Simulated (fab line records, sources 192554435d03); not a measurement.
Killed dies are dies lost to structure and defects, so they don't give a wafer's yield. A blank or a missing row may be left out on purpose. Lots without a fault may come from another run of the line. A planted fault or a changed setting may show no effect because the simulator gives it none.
fab line records | flow n5_finfet
record lots=10 wafers=30 last_day=17
route steps=1938 shown HKMG_FIN@441 GATE_CUT@468 BEOL_M4@1111 PASSIVATION@1936
lots that met no fault: from a run of the same line without faults
start_h: hours from the record's first day to the start of the lot's first wafer shown | wait_h: hours since the lot's step before | " the same as in the row above | L1.1+2: a row that stands for several wafers | - no value, or no start given | * or withheld: withheld | < > ~ a bound
route shown NAME@n: a module of which the file shows steps, and the number in the route of the first | usual: mean/standard deviation of fault-free wafers | same: alike in all rows | chamber/n: place in a boat | sites: the reading at each site | _std_site: their standard deviation | _edge_site: outer sites' mean less inner sites' | radius_mm: how far each site lies from the wafer's centre | mask NAME#n: copy n | behind: the tool/chamber that last shaped the wafer | hold: why the lot was held/for how many hours/how that ended | device: the transistor (n, p or np) that didn't switch | end of line: the same wafers' tests at the end of the route | a step without rows: its recipe alone | killed: dies lost to structure and defects at the first sort, not the wafer's yield | map: a wafer's dies, x killed, . not, _ none there
set.NAME: the setting as run; set.NAME@STEP: as run at that earlier step | model.NAME: the simulator's own value behind a step, which no gauge read
steps of the route over a sample of lots; a table a step, a row a wafer
services: from which hour (start_h, from the record's first day; less than 0 if before it) a tool's chamber was out of use, for how many hours, and why
## steps
# step N5_HKMG_FIN_STRIP_19
# recipe chemistry=N2/H2 power_w=2500 temp_c=300 h2_frac=0.65 time_s=360 pressure_mtorr=withheld n2_flow_sccm=1750 h2_flow_sccm=3250
# usual drypump_motor_current_A=5.8/0.46 heater_power_w=496/37
# columns lot.wafer tool chamber start_h wait_h drypump_motor_current_A heater_power_w rf_hours_counter_h
L330.1 plasma_asher-02 0 91.13 0.1 5.8 532 89
L330.3 " 1 " " 5.9 448 -
L330.5 " 0 " " 5.8 535 -
L331.2 plasma_asher-02 0 92.52 0.2 5.8 555 90
L331.3 " 0 " " 5.9 539 -
L331.4 " 1 " " 5.9 448 -
L333.1 plasma_asher-01 0 107.18 0.0 5.0 505 42
L333.2 " 1 " " 6.4 495 42
L333.4 " 0 " " 5.0 506 -
L334.2 plasma_asher-02 1 113.78 0.0 5.9 437 95
L334.4 " 1 " " 5.9 450 -
L334.5 " 1 " " 5.9 455 -
L337.2 plasma_asher-02 1 132.31 0.0 5.9 439 98
L337.4 " 1 " " 5.9 446 -
L337.6 " 0 " " 5.8 546 -
L344.2 plasma_asher-01 0 170.93 0.0 5.0 509 55
L344.5 " 1 " " 6.4 496 -
L344.6 " 0 " " 5.0 506 -
L345.1 plasma_asher-02 1 180.73 0.0 5.9 428 108
L345.4 " 0 " " 5.8 537 -
L345.5 " 1 " " 5.9 437 -
L349.1 plasma_asher-02 0 201.47 0.0 5.8 536 112
L349.2 " 1 " " 5.9 441 112
L349.3 " 0 " " 5.8 541 -
L350.1 plasma_asher-01 0 207.64 0.0 5.0 494 61
L350.4 " 1 " " 6.4 505 -
L350.5 " 1 " " 6.4 505 -
L351.2 plasma_asher-01 0 212.88 0.0 5.0 491 63
L351.4 " 0 " " 5.0 513 -
L351.5 " 1 " " 6.3 501 -
# step N5_HKMG_FIN_STRIP_88
# recipe chemistry=N2/H2 power_w=2500 temp_c=300 h2_frac=0.65 time_s=360 pressure_mtorr=withheld n2_flow_sccm=1750 h2_flow_sccm=3250
# usual drypump_motor_current_A=5.8/0.42 heater_power_w=495/39
# columns lot.wafer tool chamber start_h wait_h drypump_motor_current_A heater_power_w rf_hours_counter_h
L330.1 plasma_asher-02 0 92.10 0.0 5.8 546 89
L330.3 " 0 " " 5.8 534 -
L330.5 " 0 " " 5.8 532 -
L331.2 plasma_asher-02 0 93.76 0.3 5.9 538 91
L331.3 " 1 " " 5.9 449 -
L331.4 " 0 " " 5.8 537 -
L333.1 plasma_asher-02 0 108.24 0.0 5.9 533 94
L333.2 " 1 " " 5.9 448 94
L333.4 " 0 " " 5.8 553 -
L334.2 plasma_asher-02 1 114.76 0.0 5.9 439 96
L334.4 " 0 " " 5.8 547 -
L334.5 " 1 " " 5.9 437 -
L337.2 plasma_asher-01 1 133.28 0.0 6.4 486 47
L337.4 " 0 " " 5.0 506 -
L337.6 " 0 " " 5.0 504 -
L344.2 plasma_asher-02 0 171.90 0.0 5.8 534 107
L344.5 " 1 " " 5.9 446 -
L344.6 " 0 " " 5.9 545 -
L345.1 plasma_asher-01 0 181.72 0.0 5.0 503 57
L345.4 " 1 " " 6.3 511 -
L345.5 " 1 " " 6.4 499 -
L349.1 plasma_asher-02 0 202.48 0.0 5.8 548 113
L349.2 " 1 " " 5.9 447 113
L349.3 " 1 " " 5.9 439 -
L350.1 plasma_asher-01 1 208.62 0.0 6.4 488 62
L350.4 " 0 " " 5.0 513 -
L350.5 " 1 " " 6.4 494 -
L351.2 plasma_asher-01 1 213.85 0.0 6.4 492 63
L351.4 " 1 " " 6.4 497 -
L351.5 " 1 " " 6.4 501 -
# step N5_HKMG_FIN_CMP_23
# recipe stop_on=SiNx t_overpolish_s=10 post_cmp_clean=rinse_only down_force_psi=4 platen_rpm=50.289 pad_velocity_m_s=1.0006 target_thk_nm=46.326
# usual edge_zone_pressure_frac=1.000/0.0053 head_pressure_psi=3.999/0.0087 motor_current_A=12.7/1.4 overpolish_run_s=10.0/0.42 pad_life_wafers=895/520 platen_rpm=50.30/0.034 time_to_endpoint_s=13.0/2.7
# columns lot.wafer tool chamber start_h wait_h edge_zone_pressure_frac head_pressure_psi motor_current_A overpolish_run_s pad_life_wafers platen_rpm time_to_endpoint_s
L330.3 cmp-01 1 94.20 0.0 1.010 4.004 11.7 10.0 192 50.24 10.5
L330.1 " 0 " " 0.991 3.996 11.7 10.0 195 50.33 11.4
L330.5 " 1 " " 1.007 3.998 12.7 10.0 - 50.24 11.2
L331.2 cmp-01 0 95.86 0.0 1.005 4.008 11.5 10.0 210 50.25 7.6
L331.3 " 1 " " 1.001 3.982 11.8 10.0 211 50.36 10.1
L331.4 " 3 " " 0.995 3.999 15.6 10.0 213 50.31 9.7
L333.2 cmp-02 3 110.38 0.0 1.003 3.984 10.6 10.0 1980 50.33 9.8
L333.4 " 0 " " 0.998 4.003 13.9 10.0 1981 50.28 7.9
L333.1 " 1 " " 0.998 4.009 12.7 10.0 1982 50.32 10.3
L334.4 cmp-03 0 116.97 0.0 0.998 3.999 12.9 10.0 1014 50.32 14.8
L334.2 " 1 " " 0.999 4.004 12.2 10.0 1015 50.28 12.7
L334.5 " 0 " " 1.008 4.006 13.1 10.0 - 50.31 16.8
L337.2 cmp-03 2 135.45 0.1 1.011 4.004 13.3 10.0 1129 50.32 10.3
L337.4 " 3 " " 1.003 4.004 11.6 10.0 1130 50.30 8.5
L337.6 " 2 " " 1.008 3.995 14.6 10.0 - 50.32 9.9
L344.2 cmp-01 1 174.24 0.3 1.004 3.077 10.3 10.0 837 50.22 16.7
L344.6 " 2 " " 1.001 3.074 9.0 8.2 - 50.26 20.5
L344.5 " 3 " " 1.000 3.078 11.9 10.0 - 50.24 16.3
L345.1 cmp-01 0 183.84 0.0 0.993 3.083 9.4 10.0 906 50.28 17.2
L345.4 " 3 " " 1.009 3.079 13.2 10.0 909 50.33 16.9
L345.5 " 1 " " 1.003 3.068 10.6 9.9 - 50.27 18.2
L349.1 cmp-02 3 204.67 0.1 0.998 4.020 10.7 10.0 655 50.30 14.4
L349.2 " 0 " " 1.004 3.980 12.5 10.0 656 50.29 14.4
L349.3 " 1 " " 1.005 4.001 13.3 10.0 657 50.38 16.4
L350.1 cmp-03 1 210.80 0.1 1.006 3.997 12.0 10.0 1717 50.32 9.0
L350.4 " 3 " " 1.001 4.022 12.3 10.0 1719 50.25 9.5
L350.5 " 1 " " 1.006 4.005 12.2 10.0 - 50.32 10.1
L351.2 cmp-02 0 216.10 0.0 0.996 3.980 13.0 10.0 744 50.29 13.7
L351.4 " 3 " " 1.004 3.993 11.3 10.0 747 50.29 15.0
L351.5 " 1 " " 1.001 3.998 13.1 10.0 - 50.29 13.2
# step N5_GATE_CUT_VAPOR_ETCH_60
# recipe chemistry=BCl3/Cl2 target=HfO2 mode=isotropic
# usual drypump_motor_current_A=5.5/0.53 oes_product_au=0.83/0.096
# columns lot.wafer tool chamber start_h wait_h drypump_motor_current_A oes_product_au
L330.1 rie_metal-01 0 95.18 0.0 5.9 0.83
L330.3 " 0 " " 5.9 0.84
L330.5 " 1 " " 5.1 0.94
L331.2 rie_metal-01 0 96.85 0.0 5.9 0.83
L331.3 " 0 " " 5.9 0.83
L331.4 " 1 " " 5.1 0.94
L333.1 rie_metal-01 0 111.37 0.0 5.9 0.83
L333.2 " 1 " " 5.1 0.93
L333.4 " 0 " " 5.9 0.83
L334.2 rie_metal-03 1 117.95 0.0 4.8 0.90
L334.4 " 0 " " 6.4 0.88
L334.5 " 1 " " 4.8 0.89
L337.2 rie_metal-03 0 136.36 0.0 6.4 0.88
L337.4 " 1 " " 4.8 0.90
L337.6 " 1 " " 4.8 0.90
L344.2 rie_metal-02 0 174.98 0.0 5.3 0.65
L344.5 " 0 " " 5.3 0.65
L344.6 " 1 " " 5.6 0.63
L345.1 rie_metal-01 0 185.07 0.1 5.9 0.79
L345.4 " 0 " " 5.9 0.79
L345.5 " 0 " " 5.9 0.80
L349.1 rie_metal-03 1 205.81 0.1 4.8 0.87
L349.2 " 1 " " 4.9 0.86
L349.3 " 1 " " 4.8 0.86
L350.1 rie_metal-03 1 211.70 0.0 4.8 0.86
L350.4 " 0 " " 6.4 0.86
L350.5 " 0 " " 6.4 0.86
L351.2 rie_metal-02 1 217.09 0.0 5.6 0.62
L351.4 " 0 " " 5.4 0.64
L351.5 " 1 " " 5.6 0.62
# step N5_BEOL_M4_RC_MEAS_101
# usual DIBL_N=36.8/1.5 DIBL_P=37.1/2.1 IOFF_N=0.168/0.03 IOFF_P=0.22/0.034 ION_N=679/12 ION_P=466/8 SS_N=71.7/0.58 SS_P=73.5/0.67 VT_N=248.8/2.7 VT_P=-250/3.3
# columns lot.wafer tool chamber start_h wait_h DIBL_N[mV/V] DIBL_P[mV/V] IOFF_N[nA/um] IOFF_P[nA/um] ION_N[uA/um] ION_P[uA/um] SS_N[mV/dec] SS_P[mV/dec] VT_N[mV] VT_P[mV]
L330.1 prober-01 0 181.48 0.0 37.0 36.1 0.146 0.19 678 461 71.5 73.5 249.8 -253
L330.3 " 0 " " 36.9 36.0 0.146 0.20 675 462 70.6 72.9 247.4 -249
L330.5 " 0 " " 37.1 36.1 0.148 0.20 672 461 70.9 73.4 248.0 -250
L331.2 prober-02 0 181.93 0.2 36.8 36.8 0.162 0.26 690 482 71.3 73.5 248.8 -246
L331.3 " 0 " " 37.9 38.8 0.184 0.29 689 479 71.8 74.2 249.6 -242
L331.4 " 0 " " 37.9 37.6 0.190 0.26 704 486 71.9 73.5 246.3 -246
L333.1 prober-01 0 185.76 0.0 37.7 38.3 0.187 0.26 678 467 72.6 74.2 247.7 -246
L333.2 " 0 " " 39.2 37.7 0.213 0.24 680 460 72.9 73.9 248.0 -247
L333.4 " 0 " " 34.7 33.1 0.126 0.17 667 458 71.5 73.1 252.7 -252
L334.2 prober-01 0 198.07 0.2 35.4 37.0 0.167 0.22 671 469 71.3 74.0 247.2 -249
L334.4 " 0 " " 35.5 37.0 0.166 0.21 680 463 71.8 72.8 245.1 -248
L334.5 " 0 " " 35.6 37.2 0.183 0.22 684 470 71.2 73.4 244.9 -247
L337.2 prober-01 0 209.36 0.2 38.6 40.4 0.222 0.23 688 457 71.9 74.1 245.8 -253
L337.4 " 0 " " 35.1 36.2 0.148 0.16 680 458 70.8 72.7 249.5 -257
L337.6 " 0 " " 37.7 38.2 0.178 0.20 673 457 72.5 73.5 249.2 -254
L344.2 prober-01 0 262.98 0.2 37.2 37.4 0.178 0.23 690 467 71.8 72.4 245.2 -249
L344.5 " 0 " " 38.1 38.0 0.182 0.25 689 470 71.6 73.9 247.6 -247
L344.6 " 0 " " 35.6 35.5 0.146 0.20 683 468 70.7 72.7 251.3 -249
L345.1 prober-01 0 269.38 0.0 35.7 36.8 0.139 0.22 681 472 71.1 73.4 252.4 -251
L345.4 " 0 " " 33.8 33.9 0.118 0.17 674 468 70.9 72.4 253.6 -252
L345.5 " 0 " " 37.9 39.5 0.169 0.27 676 471 71.7 73.9 244.6 -246
L349.1 prober-02 0 288.14 0.0 39.5 39.8 0.233 0.28 712 478 71.8 74.5 244.4 -247
L349.2 " 0 " " 36.3 36.0 0.149 0.21 687 472 71.4 73.2 250.9 -249
L349.3 " 0 " " 37.7 37.7 0.182 0.23 695 476 72.2 73.2 248.9 -250
L350.1 prober-02 0 296.59 0.0 33.4 33.0 0.126 0.19 679 469 71.3 72.9 252.8 -251
L350.4 " 0 " " 34.7 34.8 0.147 0.22 681 472 71.5 73.4 252.4 -247
L350.5 " 0 " " 36.5 36.2 0.164 0.26 678 474 72.4 73.0 248.7 -246
L351.2 prober-01 0 314.67 0.2 37.7 38.6 0.167 0.25 676 467 71.3 73.1 249.5 -246
L351.4 " 0 " " 38.0 37.2 0.171 0.22 680 469 71.0 72.6 249.2 -248
L351.5 " 0 " " 35.4 34.7 0.135 0.18 667 455 71.3 72.9 252.4 -251
# step N5_PASSIVATION_PROBE_49
# usual defect_limited_yield=91.0/1.5 killed_at_M0_to_M3=34/11 killed_at_M4_up=14/5.3 killed_at_contacts=13/7 killed_at_front_end=41/13 killed_at_other=4/3.1 killed_dies=106/17 killed_open=70/12 killed_short=35/8 sort_bin_5_function=5.2/0.98 sort_bin_6_memory=3.4/0.69 sort_n_pass=1074/17 sort_yield_pct=91.0/1.5
# same gross_dies=1180 killed_at_back_side=0 sort_bin_4_leakage[%]=0 sort_bin_8_speed[%]=0
# columns lot.wafer tool chamber start_h wait_h defect_limited_yield[%] killed_at_M0_to_M3 killed_at_M4_up killed_at_contacts killed_at_front_end killed_at_other killed_dies killed_open killed_short sort_bin_5_function[%] sort_bin_6_memory[%] sort_n_pass sort_yield_pct[%]
L333.1 prober-01 - 286.73 0.0 89.3 75 14 10 21 6 126 87 39 5.8 4.2 1054 89.3
L333.2 prober-01 - 286.78 0.1 91.5 41 16 17 24 2 100 73 27 4.8 3.6 1080 91.5
L333.4 prober-01 - 286.88 0.2 90.7 41 20 8 37 4 110 72 38 5.6 3.5 1070 90.7
L330.1 prober-01 - 287.03 0.1 89.6 34 15 20 44 10 123 88 34 6.9 3.2 1057 89.6
L330.3 prober-01 - 287.13 0.2 87.0 27 17 17 89 3 153 113 40 7.7 4.8 1027 87.0
L330.5 prober-01 - 287.23 0.3 87.0 42 12 26 67 6 153 106 47 8.1 4.6 1027 87.0
L344.2 prober-02 - 368.26 0.1 90.9 32 12 8 51 4 107 61 46 5.5 3.1 1073 90.9
L344.5 prober-02 - 368.41 0.2 90.9 35 7 15 47 3 107 76 31 5.3 3.6 1073 90.9
L344.6 prober-02 - 368.46 0.3 91.7 26 8 6 54 4 98 57 41 4.8 3.0 1082 91.7
L345.1 prober-02 - 377.16 0.0 89.4 43 12 13 54 3 125 78 45 6.5 3.7 1055 89.4
L345.4 prober-02 - 377.31 0.2 90.3 40 10 20 40 4 114 71 41 4.8 4.1 1066 90.3
L345.5 prober-02 - 377.36 0.2 91.1 41 9 28 25 2 105 73 31 5.1 3.6 1075 91.1
# killed by level:class
L333.1 BEOL_M2:geometric_particle:open=22 BEOL_M0_SAQP:geometric_particle:open=17 BEOL_M0_SAQP:geometric_particle:short=17 MOL_CONTACT_COAG:geometric_particle:open=10 BEOL_M4:geometric_particle:open=9 BEOL_M0:geometric_particle:open=7 BEOL_M1:geometric_particle:open=4 BEOL_M3:geometric_particle:open=4
L333.2 MOL_CONTACT_COAG:geometric_particle:open=14 BEOL_M3:geometric_particle:open=12 FIN_SAQP:geometric_particle:short=7 FIN_SAQP:geometric_particle:open=7 BEOL_M0_SAQP:geometric_particle:open=7 BEOL_M0_SAQP:geometric_particle:short=6 BEOL_M2:geometric_particle:open=6 BEOL_M4:geometric_particle:open=6
L333.4 BEOL_M4:geometric_particle:open=15 STI_FIN_REVEAL:geometric_particle:open=10 BEOL_M2:geometric_particle:open=9 BEOL_M0_SAQP:geometric_particle:short=9 BEOL_M0_SAQP:geometric_particle:open=9 MOL_CONTACT_COAG:geometric_particle:open=6 FIN_SAQP:geometric_particle:short=5 BEOL_M1:geometric_particle:open=5
L330.1 STI_FIN_REVEAL:geometric_particle:open=16 MOL_CONTACT_COAG:geometric_particle:open=16 BEOL_M2:geometric_particle:open=9 BEOL_M0_SAQP:geometric_particle:open=7 BEOL_M0_SAQP:geometric_particle:short=5 BEOL_M4:geometric_particle:open=5 FIN_SAQP:geometric_particle:short=4 MOL_CONTACT_COAG:geometric_particle:short=4
L330.3 STI_FIN_REVEAL:geometric_particle:open=44 MOL_CONTACT_COAG:geometric_particle:open=14 STI_FIN_REVEAL:geometric_particle:short=11 BEOL_M4:geometric_particle:open=10 BEOL_M3:geometric_particle:open=9 FIN_SAQP:geometric_particle:open=7 BEOL_M0_SAQP:geometric_particle:short=7 FIN_SAQP:geometric_particle:short=6
L330.5 STI_FIN_REVEAL:geometric_particle:open=32 MOL_CONTACT_COAG:geometric_particle:open=20 STI_FIN_REVEAL:geometric_particle:short=14 BEOL_M0_SAQP:geometric_particle:open=14 BEOL_M4:geometric_particle:open=10 BEOL_M0_SAQP:geometric_particle:short=9 MOL_CONTACT_COAG:geometric_particle:short=6 BEOL_M1:geometric_particle:open=6
L344.2 FIN_SAQP:geometric_particle:short=13 FIN_SAQP:geometric_particle:open=10 STI_FIN_REVEAL:geometric_particle:open=10 MOL_CONTACT_COAG:geometric_particle:open=6 BEOL_M0_SAQP:geometric_particle:open=6 BEOL_M4:geometric_particle:open=6 BEOL_M3:geometric_particle:open=5 BEOL_M0_SAQP:geometric_particle:short=5
L344.5 FIN_SAQP:geometric_particle:open=16 MOL_CONTACT_COAG:geometric_particle:open=15 BEOL_M1:geometric_particle:open=10 BEOL_M2:geometric_particle:open=9 ILD0:geometric_particle:short=7 FIN_SAQP:geometric_particle:short=5 GATE_CUT:geometric_particle:short=5 BEOL_M0:geometric_particle:open=4
L344.6 FIN_SAQP:geometric_particle:short=11 FIN_SAQP:geometric_particle:open=9 STI_FIN_REVEAL:geometric_particle:open=7 MOL_CONTACT_COAG:geometric_particle:open=5 BEOL_M3:geometric_particle:open=5 ILD0:geometric_particle:short=4 ILD0:geometric_particle:open=4 BEOL_M1:geometric_particle:open=4
L345.1 STI_FIN_REVEAL:geometric_particle:open=14 BEOL_M2:geometric_particle:open=14 FIN_SAQP:geometric_particle:short=11 MOL_CONTACT_COAG:geometric_particle:open=11 BEOL_M2:geometric_particle:short=7 BEOL_M3:geometric_particle:open=6 STARTING-WAFER:geometric_particle:short=6 BEOL_M0_SAQP:geometric_particle:open=5
L345.4 FIN_SAQP:geometric_particle:short=13 MOL_CONTACT_COAG:geometric_particle:open=12 BEOL_M3:geometric_particle:open=11 BEOL_M2:geometric_particle:open=10 MOL_CONTACT_COAG:geometric_particle:short=8 BEOL_M0_SAQP:geometric_particle:open=7 FIN_SAQP:geometric_particle:open=6 BEOL_M1:geometric_particle:open=5
L345.5 MOL_CONTACT_COAG:geometric_particle:open=22 BEOL_M2:geometric_particle:open=10 BEOL_M3:geometric_particle:open=8 MOL_CONTACT_COAG:geometric_particle:short=6 FIN_SAQP:geometric_particle:open=5 BEOL_M0:geometric_particle:open=5 DUMMY_GATE:geometric_particle:open=4 BEOL_M0_SAQP:geometric_particle:short=4
## services
# columns tool chamber start_h hours kind
cmp-03 - 69.28 5.2 pm
cmp-01 - 70.30 - consumable_replace:conditioner
cmp-01 - 70.30 - consumable_replace:pad
rie_metal-03 - 74.93 1.3 repair
plasma_asher-01 - 80.62 13.4 repair
cmp-01 - 90.59 2.2 repair
rie_metal-03 - 96.91 2.8 pm
cmp-02 - 123.18 4.0 pm
rie_metal-03 - 123.91 0.3 repair
cmp-03 - 127.15 1.9 repair
cmp-02 - 127.18 - consumable_replace:conditioner
cmp-02 - 127.18 - consumable_replace:pad
cmp-01 - 159.94 1.0 repair
rie_metal-02 - 166.55 2.8 pm
rie_metal-01 1 176.03 10.8 repair
rie_metal-03 0 196.89 10.6 repair
cmp-03 - 203.68 0.3 repair
cmp-02 - 212.38 0.3 repair
## key
first_sign step=N5_HKMG_FIN_CMP_23 reading=head_pressure_psi direction=down sigmas=99+ usual=3.999 struck=3.076
effect step=N5_HKMG_FIN_CMP_23 reading=time_to_endpoint_s direction=up sigmas=1.8 usual=* struck=*
met_at N5_HKMG_FIN_CMP_23
struck_lots L344,L345
not_acting_at N5_HKMG_FIN_STRIP_19,N5_HKMG_FIN_STRIP_88,N5_GATE_CUT_VAPOR_ETCH_60
onset_between 95.86 174.24
fault kind=process_parameter_drift tool=cmp-01 chamber=- onset_h=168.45 steps=N5_HKMG_FIN_CMP_23 channel=down_force_psi offset=-0.92424 shape=step end_h=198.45 acts_in=these_recipes_only stated=4
